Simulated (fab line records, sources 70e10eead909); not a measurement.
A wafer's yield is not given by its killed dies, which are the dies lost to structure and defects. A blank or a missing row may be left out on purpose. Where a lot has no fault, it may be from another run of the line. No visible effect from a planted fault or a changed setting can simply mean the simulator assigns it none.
Chamber matching :: flow nand-harc :: NHARC_A_BONDPAD_CMP_29 on cmp-01 has 4 sister chambers
The step polishes SiCN, target thk 200 nm. 4 wafers are shown with their chamber, then 7 later ones without.

== WAFERS PAIRED WITH THEIR CHAMBERS ==
wafer: L494.1
chamber: 3
motor-current-A (A): 10.9

wafer: L493.1
chamber: 2
motor-current-A (A): 11.9

wafer: L497.1
chamber: 0
motor-current-A (A): 14.3

wafer: L497.2
chamber: 1
motor-current-A (A): 10.4

== WAFERS MISSING THEIR CHAMBER ==
wafer: L497.3
motor-current-A (A): 11.8

wafer: L498.1
motor-current-A (A): 10.7

wafer: L498.3
motor-current-A (A): 13.5

wafer: L498.4
motor-current-A (A): 12.4

wafer: L502.1
motor-current-A (A): 13.7

wafer: L502.5
motor-current-A (A): 12.5

wafer: L502.6
motor-current-A (A): 10.3

== WHICH CHAMBER EACH ONE RAN IN ==
wafer: L497.3
from the rows above: can't be placed: 2 or 3
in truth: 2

wafer: L498.1
from the rows above: can't be placed: 3 or 1
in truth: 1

wafer: L498.3
from the rows above: can't be placed: 0 or 2
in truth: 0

wafer: L498.4
from the rows above: 2
in truth: 2

wafer: L502.1
from the rows above: 0
in truth: 0

wafer: L502.5
from the rows above: 2
in truth: 2

wafer: L502.6
from the rows above: can't be placed: 1 or 3
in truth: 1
3 of 7 placed correctly. Unplaceable from these rows: 4, with the true chamber sitting among the candidates in 4. 0 placed wrongly.
How it was worked out, from the rows above alone: a wafer's distance from a chamber is the root of the sum, over the readings, of the square of ((its reading less the chamber's mean) divided by the reading's scatter). The wafer belongs to the nearest chamber; if the next one is less than 2 further off, it can't be placed. Each chamber's mean is taken over the wafers shown for it. The scatter: root of mean squared gap, hidden wafer to nearest shown wafer, with one shown wafer a chamber.
